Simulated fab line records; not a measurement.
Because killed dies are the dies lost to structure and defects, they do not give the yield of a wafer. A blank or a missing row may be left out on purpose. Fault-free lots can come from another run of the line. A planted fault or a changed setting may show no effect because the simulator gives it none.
Problem report, 8D (eight disciplines) form, completed by code	flow n5 finfet	the parts of the form that need people (team, actions taken, sign-off) are left out

== 1. WHAT IS WRONG ==
Mean of etch rf on time s at N5_BEOL_M1_ETCH_74: 6.26 s across 4 wafers in 3 lots; on wafers with no fault it is 5.20 s (standard deviation 0.077). Measured from the usual mean, that is +14 standard deviations.
The step: etches underlayer in N2/H2, target depth 6.5 nm, time 5.2 s.
The first sign was on wafer L980.3 at day 9 04:51, on rie diel-06. The record holds 27 wafers of 10 lots with a number at this step. By rule, "out" or "out of limits" means more than 4 standard deviations away from the usual mean. Any other wafer with a number is counted as sound.

== 2. WHAT IT IS, WHAT IT ISN'T ==
question	is	is not
which readings at this step	etch rf on time s	drypump motor current A, rf vpp V, showerhead plenum p Torr, throttle valve pct
which lots	L980, L983, L985	L969, L971, L972, L973, L987, L988, L990
which wafers of those lots	L980.3, L980.5, L983.3, L985.3	L983.2, L985.2
read on which tools	rie diel-06	rie diel-01, rie diel-03
when	from day 9 04:51	up to then (12 sound wafers); but 11 sound wafers of L983, L985, L987, L988, L990 came after

== 3. SUSPECTS, AND WHAT RULES EACH OUT ==
Counting: any tool at a process step up to the reading remains a suspect provided it ran every lot that is out. Sound lots after the first of them don't rule it out here, since some wafers of a struck lot are sound.
- rie diel-06 at N5_BEOL_M1_ETCH_74 (etches underlayer in N2/H2, target depth 6.5 nm, time 5.2 s): kept. It ran every lot that is out, first L980 (day 9 04:51); its last sound lot up to then is L971 (day 6 17:12). Out on those wafers are its own readings of etch rf on time s.
The count leaves rie diel-06 at N5_BEOL_M1_ETCH_74.

== 4. THE CAUSE (what the simulator had put in) ==
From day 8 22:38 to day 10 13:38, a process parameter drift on rie diel-06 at N5_BEOL_M1_ETCH_74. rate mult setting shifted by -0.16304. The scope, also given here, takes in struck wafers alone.
This tool alone remained once counting was done.

== 5. THE CHAIN OF EFFECTS, in route order ==
One row per reading whose mean, taken over the struck wafers that have a number, lies over 3 standard deviations from the usual. Only readings whose record carries a usual standard deviation are examined. hours: median over the lots of the time between each lot's start at the first step of this table that gives one and its start at this step. sigmas: the change, counted in usual standard deviations.
hours	step	reading	usual	on struck wafers	change	sigmas
0	N5_BEOL_M1_ETCH_74	etch rf on time s	5.20 s	6.26	+1.06	+14
Its process steps:
- N5_BEOL_M1_ETCH_74: etches underlayer in N2/H2, target depth 6.5 nm, time 5.2 s.
Later steps that measure or inspect, where all struck wafers having a row at the step show a number for every such reading and not one has moved that far: N5_BEOL_M4_RC_MEAS_101.

== 6. WHAT WOULD HAVE CAUGHT IT SOONER ==
In this record the first reading out of limits was taken at day 9 04:51, 6 hours after the fault began at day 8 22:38.
